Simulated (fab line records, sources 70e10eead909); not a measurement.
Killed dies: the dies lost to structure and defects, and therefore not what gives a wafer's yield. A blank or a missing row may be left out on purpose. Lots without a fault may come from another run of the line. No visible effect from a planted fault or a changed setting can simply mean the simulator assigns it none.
Matching of chambers :: flow nand-harc :: NHARC_P_CONTACT_CMP_24 on cmp-04: 4 sister chambers
The step polishes, t overpolish 30 s, target thk 200 nm. 4 wafers are shown with their chamber, then 12 later ones without.

## WAFERS WITH THEIR CHAMBER
wafer: L084.2
chamber: 3
motor-current-A (A): 10.4

wafer: L089.1
chamber: 1
motor-current-A (A): 10.9

wafer: L089.3
chamber: 2
motor-current-A (A): 11.3

wafer: L089.4
chamber: 0
motor-current-A (A): 11.5

## WAFERS MISSING THEIR CHAMBER
wafer: L093.1
motor-current-A (A): 11.2

wafer: L093.3
motor-current-A (A): 10.7

wafer: L093.5
motor-current-A (A): 11.5

wafer: L095.1
motor-current-A (A): 12.1

wafer: L095.2
motor-current-A (A): 10.9

wafer: L095.3
motor-current-A (A): 10.3

wafer: L094.2
motor-current-A (A): 10.8

wafer: L094.5
motor-current-A (A): 10.6

wafer: L094.6
motor-current-A (A): 10.3

wafer: L097.2
motor-current-A (A): 10.5

wafer: L097.3
motor-current-A (A): 10.7

wafer: L097.6
motor-current-A (A): 11.2

## WHICH CHAMBER EACH WENT THROUGH
wafer: L093.1
from the rows above: can't be placed: 2 or 1 or 0
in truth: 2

wafer: L093.3
from the rows above: can't be placed: 1 or 3 or 2
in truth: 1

wafer: L093.5
from the rows above: can't be placed: 0 or 2
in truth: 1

wafer: L095.1
from the rows above: can't be placed: 0 or 2
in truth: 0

wafer: L095.2
from the rows above: can't be placed: 1 or 2
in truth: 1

wafer: L095.3
from the rows above: 3
in truth: 3

wafer: L094.2
from the rows above: can't be placed: 1 or 3 or 2
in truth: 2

wafer: L094.5
from the rows above: can't be placed: 3 or 1
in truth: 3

wafer: L094.6
from the rows above: 3
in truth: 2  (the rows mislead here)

wafer: L097.2
from the rows above: can't be placed: 3 or 1
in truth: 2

wafer: L097.3
from the rows above: can't be placed: 1 or 3 or 2
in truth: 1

wafer: L097.6
from the rows above: can't be placed: 2 or 1 or 0
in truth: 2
Correct placement for 1 of the 12. Not placeable from these rows: 10 (in 8, the candidates include the true chamber). Placed wrongly: 1.
How it was worked out, from the rows above alone: a wafer's distance from a chamber is the root of the sum, over the readings, of the square of ((its reading less the chamber's mean) divided by the reading's scatter). If the next closest chamber is less than 2 further off than the closest, the wafer can't be placed; otherwise it belongs to the closest. The mean given for a chamber averages the wafers shown for that chamber. The scatter (one wafer shown for each chamber): square how far every hidden wafer sits from the nearest shown wafer, average those squares and take the square root.
